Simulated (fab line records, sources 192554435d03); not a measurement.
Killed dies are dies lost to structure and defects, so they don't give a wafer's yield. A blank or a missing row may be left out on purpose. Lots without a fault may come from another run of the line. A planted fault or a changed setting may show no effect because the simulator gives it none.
fab line records | flow n5_finfet
record lots=5 wafers=15 last_day=18
route steps=1938 shown BEOL_M12@1639
lots that met no fault: from a run of the same line without faults
start_h: hours from the record's first day to the start of the lot's first wafer shown | wait_h: hours since the lot's step before | " the same as in the row above | L1.1+2: a row that stands for several wafers | - no value, or no start given | * or withheld: withheld | < > ~ a bound
route shown NAME@n: a module of which the file shows steps, and the number in the route of the first | usual: mean/standard deviation of fault-free wafers | same: alike in all rows | chamber/n: place in a boat | sites: the reading at each site | _std_site: their standard deviation | _edge_site: outer sites' mean less inner sites' | radius_mm: how far each site lies from the wafer's centre | mask NAME#n: copy n | behind: the tool/chamber that last shaped the wafer | hold: why the lot was held/for how many hours/how that ended | device: the transistor (n, p or np) that didn't switch | end of line: the same wafers' tests at the end of the route | a step without rows: its recipe alone | killed: dies lost to structure and defects at the first sort, not the wafer's yield | map: a wafer's dies, x killed, . not, _ none there
set.NAME: the setting as run; set.NAME@STEP: as run at that earlier step | model.NAME: the simulator's own value behind a step, which no gauge read
lots at some steps of the route; a table a step, a row a wafer
services: from which hour (start_h, from the record's first day; less than 0 if before it) a tool's chamber was out of use, for how many hours, and why
## steps
# step N5_BEOL_M12_TRENCH_ETCH_34
# recipe chemistry=C4F8/O2/Ar target=SiOC target_depth_a=3189.5 mask_material=SOC pressure_mtorr=30 source_w=3000 bias_w=700 Ar_flow_sccm=400 C4F8_flow_sccm=15 O2_flow_sccm=8 he_inner_torr=15 he_outer_torr=30 time_s=125.5 ion_energy_ev=250
# step N5_BEOL_M12_STRIP_70
# recipe chemistry=C4F8/O2/Ar resist=SiARC rf_frequency_hz=6e+07
# step N5_BEOL_M12_OCD_MEAS_35
# usual trench_depth_nm=319/5.6
# columns lot.wafer tool chamber start_h wait_h trench_depth_nm
L796.2 ocd-01 - 261.99 0.0 309
L796.3 " - " " 307
L796.5 " - " " 320
L797.4 ocd-01 - 276.73 0.0 323
L797.5 " - " " 329
L797.6 " - " " 323
L808.1 ocd-02 - 334.82 0.0 320
L808.2 " - " " 317
L808.5 " - " " 327
L812.1 ocd-02 - 372.03 0.0 308
L812.2 " - " " 317
L812.4 " - " " 321
L814.1 ocd-01 - 379.11 0.0 320
L814.3 " - " " 324
L814.6 " - " " 305
# step N5_BEOL_M12_STRIP_37
# recipe chemistry=N2/H2 power_w=1000 temp_c=250 h2_frac=0.65 overash_fraction=0.3 pressure_mtorr=withheld n2_flow_sccm=1750 h2_flow_sccm=3250
# step N5_BEOL_M12_ETCH_38
# recipe chemistry=CF4/N2 target=SiCN target_depth_a=687 taper_deg=2 time_s=73.4 ion_energy_ev=150 mask_material=SiO2 pressure_mtorr=40 source_w=430 bias_w=70 Ar_flow_sccm=100 cf4_flow_sccm=60 n2_flow_sccm=60
# usual bias_w=70.01/0.22 drypump_motor_current_A=5.7/0.4 oes_product_au=0.81/0.095 rf_vpp_V=382.2/2.1 showerhead_plenum_p_Torr=2.21/0.083 throttle_valve_pct=15.30/0.24
# columns lot.wafer tool chamber start_h wait_h bias_w drypump_motor_current_A oes_product_au rf_hours_counter_h rf_vpp_V showerhead_plenum_p_Torr throttle_valve_pct
L796.2 rie_diel-02 0 262.71 - 69.89 6.1 0.66 245 378.2 2.10 15.44
L796.3 " 2 " " 69.83 5.6 0.92 12 381.7 2.17 15.25
L796.5 " 3 " " 69.89 6.6 0.64 - 381.1 2.18 15.31
L797.4 rie_diel-02 1 278.93 - 70.00 5.9 0.83 - 383.5 2.24 15.04
L797.5 " 2 " " 70.26 5.6 0.89 - 381.8 2.17 15.24
L797.6 " 3 " " 70.07 6.5 0.65 - 381.4 2.17 15.33
L808.1 rie_diel-02 1 338.15 - 70.15 5.9 0.79 74 383.7 2.23 15.11
L808.2 " 0 " " 69.62 6.1 0.93 21 385.9 2.36 15.02
L808.5 " 2 " " 70.17 5.6 0.86 - 381.7 2.16 15.30
L812.1 rie_diel-04 2 374.00 - 69.78 5.3 0.85 52 382.2 2.16 15.36
L812.2 " 3 " " 70.07 6.0 0.82 79 380.1 2.14 15.10
L812.4 " 0 " " 70.25 5.6 0.76 133 384.8 2.32 15.62
L814.1 rie_diel-05 2 379.89 - 69.78 5.4 0.67 235 377.5 2.00 15.49
L814.3 " 3 " " 70.09 5.6 0.86 78 380.7 2.16 15.66
L814.6 " 2 " " 69.93 5.4 0.67 - 376.3 2.00 15.49
# step N5_BEOL_M12_PRECLEAN_39
# recipe chemistry=residue_remover time_s=60 temp_c=40
# step N5_BEOL_M12_SRD_40
# recipe time_s=30 temp_c=23 rinse_liquid=diw dry=n2_spin spin_rpm=1500 dry_time_s=30
# step N5_BEOL_M12_DEGAS_41
# recipe ambient=vacuum temp_c=250 time_s=60
# step N5_BEOL_M12_PRE_CLEAN_42
# recipe gas=H2/He time_s=30 temp_c=250
# usual heater_power_w=328/36
# columns lot.wafer tool chamber start_h wait_h heater_power_w
L796.2 pvd_sputter-02 - 262.96 0.0 340
L796.3 " - " " 334
L796.5 " - " " 339
L797.4 pvd_sputter-02 - 279.50 0.0 342
L797.5 " - " " 367
L797.6 " - " " 335
L808.1 pvd_sputter-03 - 338.74 0.0 301
L808.2 " - " " 342
L808.5 " - " " 354
L812.1 pvd_sputter-01 - 374.57 0.0 309
L812.2 " - " " 240
L812.4 " - " " 312
L814.1 pvd_sputter-02 - 380.65 0.0 340
L814.3 " - " " 373
L814.6 " - " " 375
# step N5_BEOL_M12_SPUTTER_43
# recipe material=TaN target_thk_a=150 temp_c=50 bias_v=168.6 power_w=15000 chamber_pressure_pa=0.12 time_s=24.19
# usual throttle_valve_pct=30.2/1.3
# columns lot.wafer tool chamber start_h wait_h throttle_valve_pct
L796.2 pvd_sputter-02 - 263.00 0.0 30.8
L796.3 " - " " 30.5
L796.5 " - " " 30.8
L797.4 pvd_sputter-02 - 279.54 0.0 31.0
L797.5 " - " " 29.0
L797.6 " - " " 30.7
L808.1 pvd_sputter-03 - 338.78 0.0 31.6
L808.2 " - " " 31.2
L808.5 " - " " 31.3
L812.1 pvd_sputter-01 - 374.61 0.0 29.2
L812.2 " - " " 30.7
L812.4 " - " " 27.1
L814.1 pvd_sputter-02 - 380.69 0.0 30.7
L814.3 " - " " 30.3
L814.6 " - " " 30.3
# step N5_BEOL_M12_SPUTTER_44
# recipe material=Ta target_thk_a=100 temp_c=50 bias_v=80 power_w=15000 chamber_pressure_pa=0.07 time_s=16.13
# step N5_BEOL_M12_SPUTTER_45
# recipe material=Cu target_thk_a=800 temp_c=-20 bias_v=60 power_w=26000 chamber_pressure_pa=0.13 time_s=13.33
# usual throttle_valve_pct=30.2/1.3
# columns lot.wafer tool chamber start_h wait_h throttle_valve_pct
L796.2 pvd_sputter-02 - 263.16 0.0 30.9
L796.3 " - " " 30.7
L796.5 " - " " 30.8
L797.4 pvd_sputter-02 - 279.70 0.0 30.5
L797.5 " - " " 29.0
L797.6 " - " " 30.6
L808.1 pvd_sputter-03 - 338.94 0.0 31.6
L808.2 " - " " 31.6
L808.5 " - " " 31.4
L812.1 pvd_sputter-01 - 374.77 0.0 28.8
L812.2 " - " " 30.6
L812.4 " - " " 27.1
L814.1 pvd_sputter-02 - 380.85 0.0 30.7
L814.3 " - " " 30.2
L814.6 " - " " 30.2
# step N5_BEOL_M12_ECD_47
# recipe material=Cu target_thk_a=7200
# columns lot.wafer tool chamber start_h wait_h model.Cu_of_BEOL_M12_ECD_47.thk_nm
L796.2 ecd_cu-02 0 263.31 0.1 726.6
L796.3 " 1 " " 718.6
L796.5 " 1 " " 714.6
L797.4 ecd_cu-01 1 279.85 0.1 715.4
L797.5 " 1 " " 710.6
L797.6 " 0 " " 719
L808.1 ecd_cu-02 0 339.06 0.1 719.6
L808.2 " 1 " " 718.8
L808.5 " 1 " " 499.6
L812.1 ecd_cu-01 0 374.89 0.1 719.4
L812.2 " 1 " " 724.4
L812.4 " 0 " " 721
L814.1 ecd_cu-01 1 380.97 0.1 723.2
L814.3 " 1 " " 719.8
L814.6 " 1 " " 718.4
# step N5_BEOL_M12_ANNEAL_48
# recipe temp_c=225 time_s=90 ambient=N2
# usual wafer_temp_C_max=226.01/0.24
# columns lot.wafer tool chamber start_h wait_h wafer_temp_C_max
L796.2 rtp_anneal-02 0 263.65 0.3 226.12
L796.3 " 0 " " 225.98
L796.5 " 0 " " 226.27
L797.4 rtp_anneal-02 0 280.92 1.0 226.32
L797.5 " 0 " " 225.84
L797.6 " 0 " " 225.87
L808.1 rtp_anneal-02 0 339.20 0.1 226.42
L808.2 " 0 " " 226.13
L808.5 " 0 " " 226.10
L812.1 rtp_anneal-02 0 375.03 0.1 226.19
L812.2 " 0 " " 225.87
L812.4 " 0 " " 226.44
L814.1 rtp_anneal-02 0 381.11 0.1 225.93
L814.3 " 0 " " 226.14
L814.6 " 0 " " 225.87
## services
# columns tool chamber start_h hours kind
rie_diel-02 0 277.44 - clean
rie_diel-02 0 277.44 - consumable_replace:focus_ring
rie_diel-02 0 277.44 - consumable_replace:showerhead
rie_diel-02 0 277.44 14.1 scheduled_down
rie_diel-02 0 277.44 14.1 vent_cycle
rie_diel-05 - 291.28 14.6 pm
rie_diel-02 3 294.33 - clean
rie_diel-02 3 294.33 - consumable_replace:focus_ring
rie_diel-02 3 294.33 19.3 scheduled_down
rie_diel-02 3 294.33 19.3 vent_cycle
rie_diel-04 1 306.00 - clean
rie_diel-04 1 306.00 - consumable_replace:focus_ring
rie_diel-04 1 306.00 15.0 scheduled_down
rie_diel-04 1 306.00 15.0 vent_cycle
ecd_cu-01 - 313.11 0.9 repair
rie_diel-04 3 317.19 18.4 repair
rie_diel-02 2 328.01 2.4 repair
rie_diel-04 3 352.07 12.2 repair
## key
first_sign none at tools or gauges
model_effect step=N5_BEOL_M12_ECD_47 value=Cu_of_BEOL_M12_ECD_47.thk_nm without=707.6 struck=499.6
met_at N5_BEOL_M12_ECD_47
struck_wafers L808.5
onset_between 263.31 339.06
fault kind=process_parameter_drift tool=ecd_cu-02 chamber=- onset_h=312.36 steps=N5_BEOL_M12_ECD_47 channel=target_thk_a offset=* shape=step end_h=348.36 scope=struck_wafers_only acts_in=* stated=*
